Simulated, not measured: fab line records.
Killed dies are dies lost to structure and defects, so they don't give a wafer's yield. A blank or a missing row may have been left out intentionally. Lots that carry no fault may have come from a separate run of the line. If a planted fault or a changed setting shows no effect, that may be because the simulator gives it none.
Lot-split experiment || flow n5 finfet || 7 lots, 21 wafers read, on a route of 1938 steps

## ABOUT THE SPLIT
At N5_MIM_BOT_SPUTTER_00 (material TiN, target thk 35 nm, time 89.7 s), the setting time s was moved away from the recipe's 89.7 s on 2 of the 21 wafers read, by +7.8% to +12.5%. This setting was run at the recipe's value on the other wafers.

Reading taken at the split's own step.

## THE READING
TiN_of_MIM_BOT_SPUTTER_00.thk nm (the simulator's own value, which no gauge read), in nm, at N5_MIM_BOT_SPUTTER_00 (material TiN, target thk 35 nm, time 89.7 s). There is no usual value for it anywhere in the file. The 19 wafers here that ran the recipe average 35.0 nm, standard deviation 0.48 nm.

{"wafer": "L077.2", "tool, chamber at the split": "pvd sputter-01, -", "time s as run, s": 89.7, "against the recipe": "recipe", "TiN_of_MIM_BOT_SPUTTER_00.thk nm, nm": 35.2, "against lot-mates on the recipe": "-"}
{"wafer": "L077.3", "tool, chamber at the split": "pvd sputter-01, -", "time s as run, s": 89.7, "against the recipe": "recipe", "TiN_of_MIM_BOT_SPUTTER_00.thk nm, nm": 35.2, "against lot-mates on the recipe": "-"}
{"wafer": "L077.4", "tool, chamber at the split": "pvd sputter-01, -", "time s as run, s": 89.7, "against the recipe": "recipe", "TiN_of_MIM_BOT_SPUTTER_00.thk nm, nm": 35.6, "against lot-mates on the recipe": "-"}
{"wafer": "L082.1", "tool, chamber at the split": "pvd sputter-03, -", "time s as run, s": 100.9, "against the recipe": "+12.5%", "TiN_of_MIM_BOT_SPUTTER_00.thk nm, nm": 39.2, "against lot-mates on the recipe": "+4.6"}
{"wafer": "L082.2", "tool, chamber at the split": "pvd sputter-03, -", "time s as run, s": 89.7, "against the recipe": "recipe", "TiN_of_MIM_BOT_SPUTTER_00.thk nm, nm": 34.6, "against lot-mates on the recipe": "-"}
{"wafer": "L082.3", "tool, chamber at the split": "pvd sputter-03, -", "time s as run, s": 89.7, "against the recipe": "recipe", "TiN_of_MIM_BOT_SPUTTER_00.thk nm, nm": 34.6, "against lot-mates on the recipe": "-"}
{"wafer": "L084.4", "tool, chamber at the split": "pvd sputter-02, -", "time s as run, s": 89.7, "against the recipe": "recipe", "TiN_of_MIM_BOT_SPUTTER_00.thk nm, nm": 34.4, "against lot-mates on the recipe": "-"}
{"wafer": "L084.5", "tool, chamber at the split": "pvd sputter-02, -", "time s as run, s": 89.7, "against the recipe": "recipe", "TiN_of_MIM_BOT_SPUTTER_00.thk nm, nm": 35.2, "against lot-mates on the recipe": "-"}
{"wafer": "L084.6", "tool, chamber at the split": "pvd sputter-02, -", "time s as run, s": 89.7, "against the recipe": "recipe", "TiN_of_MIM_BOT_SPUTTER_00.thk nm, nm": 34.6, "against lot-mates on the recipe": "-"}
{"wafer": "L083.1", "tool, chamber at the split": "pvd sputter-03, -", "time s as run, s": 89.7, "against the recipe": "recipe", "TiN_of_MIM_BOT_SPUTTER_00.thk nm, nm": 34.4, "against lot-mates on the recipe": "-"}
{"wafer": "L083.2", "tool, chamber at the split": "pvd sputter-03, -", "time s as run, s": 89.7, "against the recipe": "recipe", "TiN_of_MIM_BOT_SPUTTER_00.thk nm, nm": 34.4, "against lot-mates on the recipe": "-"}
{"wafer": "L083.6", "tool, chamber at the split": "pvd sputter-03, -", "time s as run, s": 89.7, "against the recipe": "recipe", "TiN_of_MIM_BOT_SPUTTER_00.thk nm, nm": 34.4, "against lot-mates on the recipe": "-"}
{"wafer": "L085.1", "tool, chamber at the split": "pvd sputter-01, -", "time s as run, s": 89.7, "against the recipe": "recipe", "TiN_of_MIM_BOT_SPUTTER_00.thk nm, nm": 35.2, "against lot-mates on the recipe": "-"}
{"wafer": "L085.3", "tool, chamber at the split": "pvd sputter-01, -", "time s as run, s": 89.7, "against the recipe": "recipe", "TiN_of_MIM_BOT_SPUTTER_00.thk nm, nm": 35, "against lot-mates on the recipe": "-"}
{"wafer": "L085.5", "tool, chamber at the split": "pvd sputter-01, -", "time s as run, s": 89.7, "against the recipe": "recipe", "TiN_of_MIM_BOT_SPUTTER_00.thk nm, nm": 34.8, "against lot-mates on the recipe": "-"}
{"wafer": "L087.1", "tool, chamber at the split": "pvd sputter-03, -", "time s as run, s": 89.7, "against the recipe": "recipe", "TiN_of_MIM_BOT_SPUTTER_00.thk nm, nm": 35.6, "against lot-mates on the recipe": "-"}
{"wafer": "L087.5", "tool, chamber at the split": "pvd sputter-03, -", "time s as run, s": 89.7, "against the recipe": "recipe", "TiN_of_MIM_BOT_SPUTTER_00.thk nm, nm": 35.6, "against lot-mates on the recipe": "-"}
{"wafer": "L087.4", "tool, chamber at the split": "pvd sputter-03, -", "time s as run, s": 89.7, "against the recipe": "recipe", "TiN_of_MIM_BOT_SPUTTER_00.thk nm, nm": 35.8, "against lot-mates on the recipe": "-"}
{"wafer": "L096.3", "tool, chamber at the split": "pvd sputter-03, -", "time s as run, s": 96.72, "against the recipe": "+7.8%", "TiN_of_MIM_BOT_SPUTTER_00.thk nm, nm": 38, "against lot-mates on the recipe": "+2.5"}
{"wafer": "L096.4", "tool, chamber at the split": "pvd sputter-03, -", "time s as run, s": 89.7, "against the recipe": "recipe", "TiN_of_MIM_BOT_SPUTTER_00.thk nm, nm": 35.4, "against lot-mates on the recipe": "-"}
{"wafer": "L096.5", "tool, chamber at the split": "pvd sputter-03, -", "time s as run, s": 89.7, "against the recipe": "recipe", "TiN_of_MIM_BOT_SPUTTER_00.thk nm, nm": 35.6, "against lot-mates on the recipe": "-"}

FIT RESULTS
A straight line over all 21 wafers: TiN_of_MIM_BOT_SPUTTER_00.thk nm changes by +0.346 nm for each +1% of time s; r = +0.92; the points scatter about the line by 0.48 nm.
The same after taking each lot's own level away (the mean of its wafers on the recipe; 21 wafers): +0.355 nm for each +1%; r = +0.99; scatter 0.19 nm.
Per that fit: largest time s move, reading shift of 4.4 nm.
The span of the lots' own levels, 34.40 to 35.67 nm, comes to 2.6 times the standard deviation stated above.
Consequently the slope shifts little with the lot-to-lot level, the two slopes agreeing.
Check: +3.99 nm against its lot-mates is what the line predicts for one of the wafers moved furthest among these (+12.5%) when that wafer is left out of the fit. It came out at +4.6 nm against them.

## THE FILE'S OWN FIT
TiN_of_MIM_BOT_SPUTTER_00.thk nm changes by +0.355 nm for each +1% of time s, r = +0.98.
